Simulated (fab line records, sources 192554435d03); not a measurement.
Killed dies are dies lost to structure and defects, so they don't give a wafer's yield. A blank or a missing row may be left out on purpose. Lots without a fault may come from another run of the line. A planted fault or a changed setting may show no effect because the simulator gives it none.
Split-lot experiment | flow n5_finfet | 7 lots, 21 wafers read, on a route of 1938 steps

THE SPLIT
At N5_BEOL_M7_TRENCH_ETCH_37 (etches SiCOH lowk in C4F6/O2, target depth 93.478 nm, time 31.2 s), the setting source_w was moved away from the recipe's 345 W on 7 of the 21 wafers read, by -16.0% to +14.0%. The other wafers ran this setting at the recipe's value.

The reading is taken at the split's own step.

THE READING
rf_vpp_V, in V, at N5_BEOL_M7_TRENCH_ETCH_37 (etches SiCOH lowk in C4F6/O2, target depth 93.478 nm, time 31.2 s). Fault-free wafers of this fab line usually give 663 V, standard deviation 6.5 V.

wafer  | tool, chamber at the split | source_w as run, W | against the recipe | rf_vpp_V, V | against lot-mates on the recipe
L074.2 | rie_diel-04, 0             | 345                | recipe             | 665         | -
L074.3 | rie_diel-04, 1             | 289.8              | -16.0%             | 738         | +73
L074.4 | rie_diel-04, 0             | 289.8              | -16.0%             | 728         | +63
L076.3 | rie_diel-03, 2             | 345                | recipe             | 661         | -
L076.4 | rie_diel-03, 1             | 345                | recipe             | 667         | -
L076.6 | rie_diel-03, 0             | 393.4              | +14.0%             | 622         | -42
L080.3 | rie_diel-04, 0             | 365.2              | +5.9%              | 646         | -30
L080.4 | rie_diel-04, 3             | 365.2              | +5.9%              | 643         | -33
L080.5 | rie_diel-04, 1             | 345                | recipe             | 676         | -
L085.3 | rie_diel-03, 0             | 345                | recipe             | 666         | -
L085.4 | rie_diel-03, 1             | 345                | recipe             | 668         | -
L085.5 | rie_diel-03, 0             | 319.8              | -7.3%              | 693         | +26
L088.4 | rie_diel-03, 3             | 345                | recipe             | 651         | -
L088.5 | rie_diel-03, 1             | 345                | recipe             | 668         | -
L088.6 | rie_diel-03, 0             | 345                | recipe             | 664         | -
L093.2 | rie_diel-03, 2             | 323.4              | -6.3%              | 682         | +18
L093.3 | rie_diel-03, 1             | 345                | recipe             | 667         | -
L093.5 | rie_diel-03, 2             | 345                | recipe             | 661         | -
L091.1 | rie_diel-02, 3             | 345                | recipe             | 670         | -
L091.2 | rie_diel-02, 2             | 345                | recipe             | 661         | -
L091.6 | rie_diel-02, 2             | 345                | recipe             | 661         | -

THE FIT
A straight line over all 21 wafers: rf_vpp_V changes by -3.81 V for each +1% of source_w; r = -0.97; the points scatter about the line by 6.2 V.
The same after taking each lot's own level away (the mean of its wafers on the recipe; 21 wafers): -3.95 V for each +1%; r = -0.97; scatter 6.2 V.
On that fit, the largest move of source_w shifts the reading by 63 V.
The lots' own levels span 661.0 to 676.0 V, that is 2.3 times the standard deviation above.
So the lot-to-lot level changes the slope little: the two slopes agree.
Check: with one of the wafers moved furthest among these (-16.0%) left out of the fit, the line predicts +58.6 V for it against its lot-mates. It came out at +73 V against them.
Tool readings at the split's step, against how far the setting was moved: rf_vpp_V r = -0.97.

OTHER SPLITS ON THESE WAFERS
These wafers also went through other splits before the reading. Each is held against what the fit with the lots' levels taken away leaves over:
other split on the same wafers     | wafers away from the commonest value | r with rf_vpp_V (lot level and that fit taken away)
N5_BEOL_M5_HM_DEP_02 target_thk_a  | 8                                    | +0.11
N5_BEOL_M5_VIA_ETCH_34 source_w    | 8                                    | +0.21
N5_BEOL_M5_TRENCH_ETCH_37 source_w | 7                                    | +0.11
N5_BEOL_M6_TRENCH_ETCH_37 time_s   | 7                                    | +0.06

THE FILE'S OWN FIT
rf_vpp_V changes by -3.73 V for each +1% of source_w, r = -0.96.
